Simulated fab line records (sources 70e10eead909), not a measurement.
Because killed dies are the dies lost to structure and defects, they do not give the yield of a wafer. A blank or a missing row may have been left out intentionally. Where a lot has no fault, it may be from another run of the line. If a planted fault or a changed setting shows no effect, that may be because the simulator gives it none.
fab line records ; flow nandHarc
[record] lots = 6; wafers = 18; lastDay = 24
route steps=1159 shown A_CONTACT@891 END@1159
lots that met no fault: from a run of the same line without faults
startH: hours from the record's opening day to when the first of the lot's shown wafers began ; waitH: time in hours since the lot's previous step ; " repeats the value in the row above ; L1.1+2: a single row standing in for several wafers ; - no value, or no start was given ; * or withheld: withheld ; < > ~ a bound
route shown NAME@n: a module of which the file shows steps, and the number in the route of the first ; usual: average and standard deviation across the fault-free wafers ; same: alike in all rows ; chamber/n: place in a boat ; sites: readings site by site ; _std_site: how widely they spread, as a standard deviation ; _edge_site: inner sites' mean taken away from outer sites' mean ; radiusMm: for every site, how far away it sits from the centre of the wafer ; mask NAME#n: copy n ; behind: the tool/chamber that last shaped the wafer ; hold: why the lot was held/for how many hours/how that ended ; device: the n, p or np transistor that did not switch ; end of line: tests run on the same wafers once the route is complete ; a step given without rows: its recipe and nothing more ; killed: the dies lost at the first sort to structure and to defects; this is not the yield of the wafer ; map: the dies of a wafer, with x for killed, . for not killed, _ for no die there
set.NAME: the setting as run; set.NAME@STEP: as run at that earlier step ; model.NAME: the simulator's own value behind a step, which no gauge read
certain route steps with their lots: each step a table, each wafer a row
services: a tool's chamber out of use, with start hour (startH, from the record's first day; less than 0 if before it), hours out, and reason
[[steps]]
[step NHARC_A_CONTACT_SOFTBAKE_64]
[recipe] tempC = 105; timeS = 55
[step NHARC_A_CONTACT_EBR_65]
[step NHARC_A_CONTACT_EXPOSE_66]
[recipe] na = 1.35; sigmaOuter = 0.8; doseMj = 59.02; maskId = A_CC_2
[step NHARC_A_CONTACT_PEB_67]
[recipe] pebTempC = 100; pebTimeS = 65
[step NHARC_A_CONTACT_DEVELOP_68]
[recipe] developTimeS = 35; devTempC = 23
[step NHARC_A_CONTACT_CD_MEAS_69]
[recipe] targetCdNm = 200; landingEnergyEv = 500
[usual] cdNm = 199.8/0.54
[same] landingEnergyEv = 500
lot.wafer;tool;chamber;startH;waitH;cdNm
L140.3;cdSem-03;0;388.48;-;199.6
L140.5;cdSem-03;0;388.48;-;199.3
L140.6;cdSem-03;0;388.48;-;200.1
L142.2;cdSem-02;0;391.96;-;199.8
L142.3;cdSem-02;0;391.96;-;200.1
L142.5;cdSem-02;0;391.96;-;200.6
L159.1;cdSem-02;0;479.85;-;199.2
L159.2;cdSem-02;0;479.85;-;200.2
L159.4;cdSem-02;0;479.85;-;199.8
L158.1;cdSem-01;0;482.01;-;199.5
L158.2;cdSem-01;0;482.01;-;199.8
L158.5;cdSem-01;0;482.01;-;200.0
L161.1;cdSem-03;0;508.18;-;198.6
L161.2;cdSem-03;0;508.18;-;199.2
L161.5;cdSem-03;0;508.18;-;199.0
L163.1;cdSem-03;0;510.27;-;200.7
L163.2;cdSem-03;0;510.27;-;199.4
L163.4;cdSem-03;0;510.27;-;199.6
[step NHARC_A_CONTACT_OVL_MEAS_70]
[usual] overlayXNm = -0.2/0.7; overlayYNm = 0.1/0.76
lot.wafer;tool;chamber;startH;waitH;overlayXNm;overlayYNm
L140.3;overlay-02;-;388.56;-;-0.7;0.6
L140.5;overlay-02;-;388.56;-;-0.4;0.9
L140.6;overlay-02;-;388.56;-;-0.8;0.0
L142.2;overlay-02;-;392.04;-;-1.7;-0.1
L142.3;overlay-02;-;392.04;-;-1.5;-0.4
L142.5;overlay-02;-;392.04;-;-1.2;0.1
L159.1;overlay-01;-;479.94;-;-0.1;-0.8
L159.2;overlay-01;-;479.94;-;-0.2;-0.8
L159.4;overlay-01;-;479.94;-;-0.7;-1.0
L158.1;overlay-01;-;482.10;-;0.3;0.0
L158.2;overlay-01;-;482.10;-;0.8;-0.5
L158.5;overlay-01;-;482.10;-;0.8;-0.2
L161.1;overlay-02;-;508.27;-;0.0;-1.6
L161.2;overlay-02;-;508.27;-;0.5;-1.4
L161.5;overlay-02;-;508.27;-;0.9;-1.4
L163.1;overlay-01;-;510.36;-;-0.7;-0.2
L163.2;overlay-01;-;510.36;-;-0.4;-0.2
L163.4;overlay-01;-;510.36;-;-1.3;-0.3
[step NHARC_A_CONTACT_INSPECT_71]
[usual] rawDefectCount = 26/14
lot.wafer;tool;chamber;startH;waitH;rawDefectCount
L140.3;defectInspect-01;-;388.60;0.0;18
L140.5;defectInspect-01;-;388.60;0.0;25
L140.6;defectInspect-01;-;388.60;0.0;23
L142.2;defectInspect-01;-;392.08;0.0;6
L142.3;defectInspect-01;-;392.08;0.0;4
L142.5;defectInspect-01;-;392.08;0.0;6
L159.1;defectInspect-02;-;479.97;0.0;57
L159.2;defectInspect-02;-;479.97;0.0;55
L159.4;defectInspect-02;-;479.97;0.0;51
L158.1;defectInspect-02;-;482.14;0.0;54
L158.2;defectInspect-02;-;482.14;0.0;45
L158.5;defectInspect-02;-;482.14;0.0;64
L161.1;defectInspect-01;-;508.31;0.0;27
L161.2;defectInspect-01;-;508.31;0.0;44
L161.5;defectInspect-01;-;508.31;0.0;25
L163.1;defectInspect-01;-;510.40;0.0;21
L163.2;defectInspect-01;-;510.40;0.0;29
L163.4;defectInspect-01;-;510.40;0.0;20
[step NHARC_A_CONTACT_DESCUM_74]
[recipe] timeS = 3; o2FlowSccm = 200; arFlowSccm = 0; biasPowerW = 0; chemistry = O2
[usual] chamberPressureMTorr = 60.00/0.058; drypumpMotorCurrentA = 5.6/0.43; oesProductAu = 0.998/0.0086; rfVppV = 57.9/0.88; showerheadPlenumPTorr = 1.92/0.082; throttleValvePct = 11.312/0.0084
lot.wafer;tool;chamber;startH;waitH;chamberPressureMTorr;drypumpMotorCurrentA;oesProductAu;rfHoursCounterH;rfVppV;showerheadPlenumPTorr;throttleValvePct
L140.3;rieDiel-06;0;388.66;0.1;59.96;5.6;1.003;37;57.8;1.77;11.321
L140.6;rieDiel-06;0;388.66;0.1;60.08;5.6;1.002;-;58.9;1.77;11.304
L140.5;rieDiel-06;1;388.66;0.1;60.07;6.0;0.984;-;57.2;1.84;11.310
L142.3;rieDiel-11;1;392.16;0.1;60.07;5.7;1.004;4;59.3;1.99;11.311
L142.2;rieDiel-11;2;392.16;0.1;59.86;5.4;0.998;5;59.0;1.99;11.307
L142.5;rieDiel-11;3;392.16;0.1;59.93;5.6;0.995;-;58.7;2.04;11.308
L159.2;rieDiel-11;3;480.04;0.1;60.02;5.6;1.010;22;58.5;2.03;11.312
L159.4;rieDiel-11;0;480.04;0.1;60.01;5.1;1.000;23;56.5;1.79;11.314
L159.1;rieDiel-11;1;480.04;0.1;59.93;5.7;0.997;23;57.5;1.98;11.319
L158.2;rieDiel-09;1;482.20;0.1;60.05;5.8;0.995;17;58.3;1.92;11.307
L158.1;rieDiel-09;2;482.20;0.1;60.05;6.2;0.997;17;58.5;1.93;11.316
L158.5;rieDiel-09;2;482.20;0.1;59.96;6.2;0.986;-;59.3;1.93;11.303
L161.2;rieDiel-11;1;508.38;0.1;60.00;5.7;1.003;26;57.4;1.98;11.315
L161.1;rieDiel-11;2;508.38;0.1;59.89;5.4;1.011;25;58.9;1.98;11.317
L161.5;rieDiel-11;0;508.38;0.1;60.03;5.1;0.993;-;58.4;1.79;11.316
L163.1;rieDiel-09;2;511.06;0.7;60.07;6.2;0.989;25;58.6;1.93;11.297
L163.2;rieDiel-09;3;511.06;0.7;60.02;6.3;0.988;14;57.0;1.93;11.320
L163.4;rieDiel-09;0;511.06;0.7;60.08;4.8;0.982;25;58.3;1.88;11.324
[step NHARC_A_CONTACT_ETCH_75]
[recipe] targetDepthA = 390; overEtchFrac = 0.3; timeS = 65; ionEnergyEv = 80; cf4FlowSccm = 150; arFlowSccm = 0; rfW = 300; biasW = 100; chemistry = CF4
[usual] chamberPressureMTorr = 50.00/0.043; drypumpMotorCurrentA = 5.6/0.41; oesProductAu = 0.996/0.0091; rfVppV = 151.5/1.1; runLengthS = 86.2/0.49; showerheadPlenumPTorr = 1.78/0.07; throttleValvePct = 13.285/0.0094
lot.wafer;tool;chamber;startH;waitH;chamberPressureMTorr;drypumpMotorCurrentA;oesProductAu;rfHoursCounterH;rfVppV;runLengthS;showerheadPlenumPTorr;throttleValvePct
L140.3;rieDiel-06;0;388.75;0.1;49.94;5.6;1.000;37;149.9;86.3;1.65;13.279
L140.5;rieDiel-06;3;388.75;0.1;50.03;6.1;1.000;-;151.2;86.6;1.78;13.284
L140.6;rieDiel-06;0;388.75;0.1;49.94;5.6;0.997;-;149.4;85.5;1.65;13.293
L142.3;rieDiel-11;1;392.22;0.1;49.95;5.7;1.004;4;150.5;86.6;1.83;13.289
L142.2;rieDiel-11;2;392.22;0.1;50.02;5.4;0.997;5;151.4;86.7;1.83;13.264
L142.5;rieDiel-11;1;392.22;0.1;49.99;5.7;1.012;-;151.9;86.5;1.83;13.294
L159.4;rieDiel-11;0;480.13;0.1;50.06;5.1;1.004;23;150.1;85.8;1.66;13.285
L159.1;rieDiel-11;1;480.13;0.1;49.93;5.7;1.004;23;151.9;86.3;1.83;13.287
L159.2;rieDiel-11;2;480.13;0.1;49.96;5.4;1.013;22;153.0;86.3;1.83;13.291
L158.2;rieDiel-09;0;482.28;0.1;49.96;4.8;0.994;17;151.3;85.9;1.74;13.279
L158.1;rieDiel-09;1;482.28;0.1;49.97;5.8;0.993;17;151.4;85.6;1.78;13.297
L158.5;rieDiel-09;0;482.28;0.1;49.95;4.8;0.996;-;151.1;85.9;1.74;13.303
L161.2;rieDiel-11;2;508.52;0.1;49.98;5.4;1.003;25;150.4;86.4;1.83;13.290
L161.1;rieDiel-11;1;508.52;0.1;49.99;5.7;1.006;26;152.3;86.5;1.82;13.287
L161.5;rieDiel-11;2;508.52;0.1;49.94;5.4;1.007;-;152.5;86.4;1.83;13.266
L163.2;rieDiel-09;0;511.16;0.1;49.97;4.8;0.991;25;150.6;86.1;1.74;13.264
L163.1;rieDiel-09;1;511.16;0.1;50.01;5.8;0.995;24;151.6;85.5;1.78;13.309
L163.4;rieDiel-09;3;511.16;0.1;50.03;6.3;1.008;14;151.0;85.4;1.78;13.291
[step NHARC_A_CONTACT_ETCH_76]
[recipe] targetDepthA = 2600; overEtchFrac = 0.3; timeS = 475.3; ionEnergyEv = 200; n2FlowSccm = 150; h2FlowSccm = 150; arFlowSccm = 0; rfW = 400; biasW = 150; chemistry = N2/H2
[usual] chamberPressureMTorr = 30.000/0.026; drypumpMotorCurrentA = 5.6/0.42; oesProductAu = 0.999/0.0097; rfVppV = 431.0/2.7; runLengthS = 496.5/0.51; showerheadPlenumPTorr = 2.06/0.089; throttleValvePct = 14.172/0.0095
lot.wafer;tool;chamber;startH;waitH;chamberPressureMTorr;drypumpMotorCurrentA;oesProductAu;rfHoursCounterH;rfVppV;runLengthS;showerheadPlenumPTorr;throttleValvePct
L140.3;rieDiel-06;2;-;-;29.991;5.0;1.005;54;430.7;497.5;2.08;14.190
L140.5;rieDiel-06;3;-;-;30.039;6.1;1.000;-;431.8;496.7;2.06;14.175
L140.6;rieDiel-06;0;-;-;29.994;5.6;1.012;-;425.1;495.9;1.89;14.174
L142.2;rieDiel-11;0;-;-;30.016;5.1;0.992;4;426.6;496.1;1.91;14.169
L142.3;rieDiel-11;2;-;-;30.020;5.4;0.988;5;431.1;496.6;2.12;14.174
L142.5;rieDiel-11;3;-;-;29.971;5.6;0.984;-;435.2;496.8;2.18;14.167
L159.2;rieDiel-11;1;-;-;30.005;5.7;1.013;23;432.3;496.7;2.11;14.176
L159.4;rieDiel-11;2;-;-;30.057;5.4;1.008;22;432.1;496.8;2.11;14.177
L159.1;rieDiel-11;3;-;-;29.998;5.6;1.011;23;434.2;496.3;2.17;14.142
L158.2;rieDiel-09;2;-;-;30.002;6.2;0.985;17;432.1;497.3;2.06;14.169
L158.1;rieDiel-09;3;-;-;30.061;6.3;0.989;9;431.2;495.8;2.06;14.163
L158.5;rieDiel-09;2;-;-;30.049;6.2;0.991;-;431.7;497.6;2.06;14.148
L161.2;rieDiel-11;3;-;-;30.039;5.6;1.012;25;434.6;496.5;2.17;14.182
L161.1;rieDiel-11;0;-;-;30.023;5.1;1.008;25;424.1;496.5;1.90;14.185
L161.5;rieDiel-11;2;-;-;30.012;5.4;1.014;-;432.3;496.9;2.11;14.181
L163.4;rieDiel-09;0;-;-;30.018;4.8;0.986;25;429.5;496.3;2.00;14.179
L163.1;rieDiel-09;1;-;-;29.944;5.8;0.988;24;428.9;496.5;2.05;14.169
L163.2;rieDiel-09;2;-;-;30.013;6.2;0.993;25;431.0;497.2;2.06;14.169
[step NHARC_A_CONTACT_ETCH_77]
[recipe] targetDepthA = 726; timeS = 36.3; cf4FlowSccm = 100; chf3FlowSccm = 30; arFlowSccm = 0; rfW = 500; biasW = 200; chemistry = CF4/CHF3
[usual] chamberPressureMTorr = 25.001/0.022; drypumpMotorCurrentA = 5.6/0.42; oesProductAu = 0.933/0.02; rfVppV = 370.9/2.2; runLengthS = 57.5/0.51; showerheadPlenumPTorr = 1.59/0.063; throttleValvePct = 16.802/0.0089
lot.wafer;tool;chamber;startH;waitH;chamberPressureMTorr;drypumpMotorCurrentA;oesProductAu;rfHoursCounterH;rfVppV;runLengthS;showerheadPlenumPTorr;throttleValvePct
L140.3;rieDiel-06;1;-;-;24.964;6.0;0.910;58;369.5;56.8;1.52;16.793
L140.6;rieDiel-06;0;-;-;25.015;5.6;0.927;-;367.1;56.8;1.46;16.797
L140.5;rieDiel-06;1;-;-;24.962;6.1;0.921;-;368.9;56.9;1.52;16.813
L142.3;rieDiel-11;2;-;-;24.985;5.4;0.906;5;372.1;57.6;1.63;16.804
L142.2;rieDiel-11;3;-;-;25.001;5.6;0.922;5;373.8;57.5;1.67;16.798
L142.5;rieDiel-11;2;-;-;24.993;5.4;0.912;-;372.5;57.8;1.63;16.799
L159.2;rieDiel-11;3;-;-;25.008;5.6;0.969;23;372.1;57.5;1.67;16.804
L159.4;rieDiel-11;0;-;-;25.004;5.1;0.976;23;368.4;56.9;1.48;16.794
L159.1;rieDiel-11;1;-;-;25.008;5.7;0.984;23;371.8;58.2;1.62;16.798
L158.1;rieDiel-09;2;-;-;25.006;6.2;0.955;18;372.8;58.2;1.59;16.800
L158.2;rieDiel-09;1;-;-;25.027;5.8;0.955;17;370.8;57.0;1.58;16.806
L158.5;rieDiel-09;3;-;-;25.011;6.3;0.968;-;372.1;57.2;1.59;16.803
L161.2;rieDiel-11;0;-;-;24.990;5.1;0.919;25;366.1;57.0;1.48;16.787
L161.1;rieDiel-11;1;-;-;25.010;5.7;0.928;26;372.4;57.5;1.62;16.801
L161.5;rieDiel-11;2;-;-;25.014;5.4;0.916;-;371.7;57.9;1.63;16.802
L163.1;rieDiel-09;1;-;-;25.020;5.7;0.916;25;371.0;56.9;1.58;16.803
L163.4;rieDiel-09;2;-;-;24.992;6.2;0.930;25;370.5;58.7;1.59;16.803
L163.2;rieDiel-09;3;-;-;25.007;6.3;0.920;14;371.3;56.9;1.58;16.789
[step NHARC_A_CONTACT_ETCH_78]
[recipe] targetDepthA = 28000; overEtchFrac = 0.3; timeS = 728; ionEnergyEv = 150; o2FlowSccm = 400; cosFlowSccm = 20; arFlowSccm = 0; rfW = 500; biasW = 300; chemistry = O2/COS
[usual] chamberPressureMTorr = 20.000/0.018; cosFlowSccm = 20.00/0.057; drypumpMotorCurrentA = 5.6/0.43; oesProductAu = 0.998/0.0088; rfVppV = 314.4/1.9; runLengthS = 749.2/0.5; showerheadPlenumPTorr = 3.14/0.12; throttleValvePct = 28.330/0.01
lot.wafer;tool;chamber;startH;waitH;chamberPressureMTorr;cosFlowSccm;drypumpMotorCurrentA;oesProductAu;rfHoursCounterH;rfVppV;runLengthS;showerheadPlenumPTorr;throttleValvePct
L140.3;rieDiel-06;1;389.59;-;19.984;20.01;6.0;0.997;58;312.2;748.7;3.01;28.350
L140.5;rieDiel-06;2;389.59;-;20.006;19.93;5.0;1.016;-;315.4;750.1;3.17;28.331
L140.6;rieDiel-06;3;389.59;-;20.041;20.01;6.1;1.006;-;314.7;749.8;3.14;28.315
L142.2;rieDiel-11;0;392.78;-;19.993;20.01;5.1;0.984;4;311.1;748.7;2.94;28.331
L142.3;rieDiel-11;2;392.78;-;20.014;19.99;5.5;0.990;5;315.7;749.5;3.24;28.324
L142.5;rieDiel-11;1;392.78;-;20.020;19.98;5.7;1.008;-;315.2;749.3;3.23;28.328
L159.1;rieDiel-11;1;480.63;-;20.005;19.95;5.7;1.009;23;316.1;749.3;3.22;28.342
L159.4;rieDiel-11;3;480.63;-;20.008;19.97;5.6;0.997;23;316.8;750.0;3.30;28.315
L159.2;rieDiel-11;0;480.63;-;20.028;19.96;5.1;0.993;23;310.9;539.7;2.93;28.337
L158.1;rieDiel-09;2;482.79;-;19.997;19.99;6.2;0.988;18;314.6;750.2;3.15;28.325
L158.2;rieDiel-09;1;482.79;-;20.017;19.89;5.8;0.994;17;313.3;748.5;3.14;28.336
L158.5;rieDiel-09;3;482.79;-;20.029;19.93;6.4;0.980;-;315.6;748.7;3.15;28.343
L161.2;rieDiel-11;1;509.11;-;20.014;19.99;5.7;1.006;26;314.9;749.2;3.22;28.307
L161.1;rieDiel-11;0;509.11;-;20.004;20.00;5.1;0.998;26;312.3;539.3;2.93;28.331
L161.5;rieDiel-11;2;509.11;-;20.022;20.05;5.4;1.003;-;315.4;749.4;3.22;28.335
L163.2;rieDiel-09;3;511.87;-;19.996;19.96;6.3;1.000;15;314.7;748.6;3.14;28.338
L163.4;rieDiel-09;0;511.87;-;20.024;19.96;4.8;0.994;25;313.7;749.4;3.07;28.336
L163.1;rieDiel-09;2;511.87;-;19.986;20.03;6.2;1.005;25;315.9;750.1;3.15;28.324
[step NHARC_A_CONTACT_ETCH_124]
[recipe] sourceW = withheld; pressureMtorr = 20; biasV = withheld; timeS = 140; targetDepthA = 7000; arFlowSccm = withheld; c4f8FlowSccm = withheld; o2FlowSccm = withheld; chemistry = C4F8/O2/Ar
[usual] chamberPressureMTorr = 19.999/0.018; runLengthS = 141.4/0.33
lot.wafer;tool;chamber;startH;waitH;chamberPressureMTorr;rfHoursCounterH;runLengthS
L140.3;harCapEtch-01;1;390.05;-;20.008;-;141.5
L140.5;harCapEtch-01;0;390.05;-;19.970;-;141.3
L140.6;harCapEtch-01;1;390.05;-;20.016;-;141.1
L142.2;harCapEtch-03;1;393.31;-;19.996;86;141.2
L142.3;harCapEtch-03;0;393.31;-;20.011;-;141.6
L142.5;harCapEtch-03;0;393.31;-;20.010;-;141.6
L159.2;harCapEtch-03;0;481.17;-;20.008;103;141.9
L159.1;harCapEtch-03;1;481.17;-;19.989;103;141.1
L159.4;harCapEtch-03;0;481.17;-;20.001;-;141.7
L158.2;harCapEtch-03;0;483.33;-;20.007;104;141.7
L158.1;harCapEtch-03;1;483.33;-;20.027;104;141.5
L158.5;harCapEtch-03;0;483.33;-;20.011;-;141.5
L161.2;harCapEtch-02;1;509.64;-;19.985;31;141.2
L161.1;harCapEtch-02;0;509.64;-;20.011;31;141.2
L161.5;harCapEtch-02;1;509.64;-;19.997;-;141.0
L163.1;harCapEtch-02;0;512.39;-;20.000;32;140.9
L163.2;harCapEtch-02;1;512.39;-;19.997;32;140.8
L163.4;harCapEtch-02;1;512.39;-;19.961;-;140.8
[step NHARC_END_SORT_01]
[recipe] tempC = 25
[usual] killedAtArray = 26/11; killedAtOther = 0.6/1; killedAtPeriphery = 3.1/2.1; killedDies = 30/11; killedOpen = 3.4/1.8; killedShort = 2.1/1.5
[same] grossDies = 677
lot.wafer;tool;chamber;startH;waitH;killedAtArray;killedAtOther;killedAtPeriphery;killedDies;killedOpen;killedShort
L159.2;prober-01;0;549.24;2.8;673;1;3;677;1;2
L161.1;prober-01;0;569.59;2.5;677;0;0;677;0;2
// killed by level:class
L159.2 A_CONTACT:areaEtch=630 A_CHANNEL_HOLE_D1:chamberFilmFlake=22 A_SLIT:chamberFilmFlake=16 A_CONTACT:chamberFilmFlake=3 P_M0:geometricParticle:short=1 A_CHANNEL_FILL_D1:geometricParticle:open=1 STARTING-WAFER:geometricParticle:short=1 P_CONTACT:chamberFilmFlake=1
L161.1 A_CONTACT:areaEtch=657 A_CHANNEL_HOLE_D1:chamberFilmFlake=12 A_CONTACT:chamberFilmFlake=3 A_STAIRCASE:chamberFilmFlake=2 A_SOURCE_PLATE:geometricParticle:short=1 A_CHANNEL_FILL_D1:geometricParticle:short=1 A_WL_FILL:chamberFilmFlake=1
// map L159.2 (x killed, . not)
____________x____________
_________xxxxxxx_________
_______xxxxxxxxxxx_______
______xxxxxxxxxxxxx______
_____xxxxxxxxxxxxxxx_____
____xxxxxxxxxxxxxxxxx____
____xxxxxxxxxxxxxxxxx____
___xxxxxxxxxxxxxxxxxxx___
___xxxxxxxxxxxxxxxxxxx___
__xxxxxxxxxxxxxxxxxxxxx__
__xxxxxxxxxxxxxxxxxxxxx__
_xxxxxxxxxxxxxxxxxxxxxxx_
_xxxxxxxxxxxxxxxxxxxxxxx_
_xxxxxxxxxxxxxxxxxxxxxxx_
_xxxxxxxxxxxxxxxxxxxxxxx_
_xxxxxxxxxxxxxxxxxxxxxxx_
xxxxxxxxxxxxxxxxxxxxxxxxx
xxxxxxxxxxxxxxxxxxxxxxxxx
xxxxxxxxxxxxxxxxxxxxxxxxx
xxxxxxxxxxxxxxxxxxxxxxxxx
xxxxxxxxxxxxxxxxxxxxxxxxx
_xxxxxxxxxxxxxxxxxxxxxxx_
_xxxxxxxxxxxxxxxxxxxxxxx_
_xxxxxxxxxxxxxxxxxxxxxxx_
_xxxxxxxxxxxxxxxxxxxxxxx_
_xxxxxxxxxxxxxxxxxxxxxxx_
__xxxxxxxxxxxxxxxxxxxxx__
__xxxxxxxxxxxxxxxxxxxxx__
___xxxxxxxxxxxxxxxxxxx___
___xxxxxxxxxxxxxxxxxxx___
____xxxxxxxxxxxxxxxxx____
____xxxxxxxxxxxxxxxxx____
_____xxxxxxxxxxxxxxx_____
______xxxxxxxxxxxxx______
_______xxxxxxxxxxx_______
_________xxxxxxx_________
____________x____________
// map L161.1 (x killed, . not)
____________x____________
_________xxxxxxx_________
_______xxxxxxxxxxx_______
______xxxxxxxxxxxxx______
_____xxxxxxxxxxxxxxx_____
____xxxxxxxxxxxxxxxxx____
____xxxxxxxxxxxxxxxxx____
___xxxxxxxxxxxxxxxxxxx___
___xxxxxxxxxxxxxxxxxxx___
__xxxxxxxxxxxxxxxxxxxxx__
__xxxxxxxxxxxxxxxxxxxxx__
_xxxxxxxxxxxxxxxxxxxxxxx_
_xxxxxxxxxxxxxxxxxxxxxxx_
_xxxxxxxxxxxxxxxxxxxxxxx_
_xxxxxxxxxxxxxxxxxxxxxxx_
_xxxxxxxxxxxxxxxxxxxxxxx_
xxxxxxxxxxxxxxxxxxxxxxxxx
xxxxxxxxxxxxxxxxxxxxxxxxx
xxxxxxxxxxxxxxxxxxxxxxxxx
xxxxxxxxxxxxxxxxxxxxxxxxx
xxxxxxxxxxxxxxxxxxxxxxxxx
_xxxxxxxxxxxxxxxxxxxxxxx_
_xxxxxxxxxxxxxxxxxxxxxxx_
_xxxxxxxxxxxxxxxxxxxxxxx_
_xxxxxxxxxxxxxxxxxxxxxxx_
_xxxxxxxxxxxxxxxxxxxxxxx_
__xxxxxxxxxxxxxxxxxxxxx__
__xxxxxxxxxxxxxxxxxxxxx__
___xxxxxxxxxxxxxxxxxxx___
___xxxxxxxxxxxxxxxxxxx___
____xxxxxxxxxxxxxxxxx____
____xxxxxxxxxxxxxxxxx____
_____xxxxxxxxxxxxxxx_____
______xxxxxxxxxxxxx______
_______xxxxxxxxxxx_______
_________xxxxxxx_________
____________x____________
[[services]]
tool;chamber;startH;hours;kind
rieDiel-11;-;366.55;9.0;pm
rieDiel-11;0;366.55;9.0;ventCycle
rieDiel-11;1;366.55;9.0;ventCycle
rieDiel-11;2;366.55;9.0;ventCycle
rieDiel-11;3;366.55;9.0;ventCycle
rieDiel-06;2;374.46;8.7;repair
rieDiel-11;0;375.55;-;clean
rieDiel-11;1;375.55;-;clean
rieDiel-11;2;375.55;-;clean
rieDiel-11;3;375.55;-;clean
rieDiel-09;2;387.51;13.8;repair
rieDiel-11;0;400.05;-;clean
rieDiel-11;1;400.05;-;clean
rieDiel-11;2;400.05;-;clean
rieDiel-11;3;400.05;-;clean
rieDiel-09;0;410.33;6.5;repair
harCapEtch-02;-;414.57;2.5;repair
rieDiel-06;-;419.60;9.0;pm
rieDiel-11;0;424.56;-;clean
rieDiel-09;-;431.16;9.0;pm
rieDiel-09;3;443.81;16.4;repair
rieDiel-06;-;469.88;0.4;repair
harCapEtch-01;-;481.55;1.8;repair
rieDiel-09;3;506.58;1.9;repair
[[key]]
[firstSign] step = NHARC_A_CONTACT_ETCH_78; reading = runLengthS; direction = down; sigmas = 99+; usual = *; struck = *
[effect] step = NHARC_END_SORT_01; reading = killedDies; direction = up; sigmas = 59; usual = 30; struck = 677
[moreKillsBornAt] NHARC_A_CONTACT_ETCH_78@rieDiel-11 = 1287
metAt NHARC_A_CONTACT_ETCH_78
struckWafers L159.2,L161.1
laterRowsLeftOut L159.2,L161.1
testerLeftOut L159,L161
onsetBetween 392.78 480.63
[fault] kind = processParameterDrift; tool = rieDiel-11; chamber = 0; onsetH = 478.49; steps = NHARC_A_CONTACT_ETCH_78; channel = timeS; offset = *; shape = step; endH = 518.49; actsIn = *; stated = *
// testerLeftOut: of these lots the tester's yield and bins aren't shown, on N5 and GAA mostly nor the transistor test; their killed dies are dies lost to structure and defects alone, not to doping, threshold or leakage, so they don't give the yield
// laterRowsLeftOut: the simulator's readings of these wafers behind a module that went badly wrong aren't trusted and aren't shown, but for the sort
